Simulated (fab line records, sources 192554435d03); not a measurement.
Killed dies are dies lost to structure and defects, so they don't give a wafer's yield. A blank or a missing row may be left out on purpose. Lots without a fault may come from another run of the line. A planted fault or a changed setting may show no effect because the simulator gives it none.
Chamber matching | flow n5_finfet | N5_BEOL_M3_PRE_CLEAN_60 on cvd_co-02: 3 sister chambers
The step time 15 s. 6 wafers are shown with their chamber, then 12 later ones without.

WAFERS WITH THEIR CHAMBER
wafer  | chamber | heater_power_w (W) | rf_fwd_power_W (W)
L087.4 | 0       | 86                 | 297.9
L088.4 | 1       | 73                 | 297.4
L088.5 | 2       | 101                | 296.3
L090.3 | 2       | 98                 | 296.0
L090.4 | 0       | 84                 | 297.5
L090.6 | 1       | 73                 | 295.3

WAFERS WITHOUT THEIR CHAMBER
wafer  | heater_power_w (W) | rf_fwd_power_W (W)
L089.3 | 83                 | 298.2
L089.5 | 100                | 295.7
L089.6 | 84                 | 296.9
L091.2 | 74                 | 295.8
L091.3 | 84                 | 299.2
L091.6 | 98                 | 296.4
L094.1 | 75                 | 296.9
L094.2 | 84                 | 298.8
L094.4 | 83                 | 299.1
L096.3 | 83                 | 299.1
L096.5 | 84                 | 299.0
L096.6 | 100                | 297.1

WHICH CHAMBER EACH WENT THROUGH
wafer  | from the rows above | in truth
L089.3 | 0                   | 0
L089.5 | 2                   | 2
L089.6 | 0                   | 0
L091.2 | 1                   | 1
L091.3 | 0                   | 0
L091.6 | 2                   | 2
L094.1 | 1                   | 1
L094.2 | 0                   | 0
L094.4 | 0                   | 0
L096.3 | 0                   | 0
L096.5 | 0                   | 0
L096.6 | 2                   | 2
Placed correctly: 12 of 12. Can't be placed from these rows: 0. Placed wrongly: 0.
How it was worked out, from the rows above alone: a wafer's distance from a chamber is the root of the sum, over the readings, of the square of ((its reading less the chamber's mean) divided by the reading's scatter). The wafer belongs to the nearest chamber; if the next one is less than 2 further off, it can't be placed. A chamber's mean is the mean of its shown wafers. The scatter: the root of (the sum of the squares of (reading less its chamber's mean) over the shown wafers, divided by (wafers less chambers)).
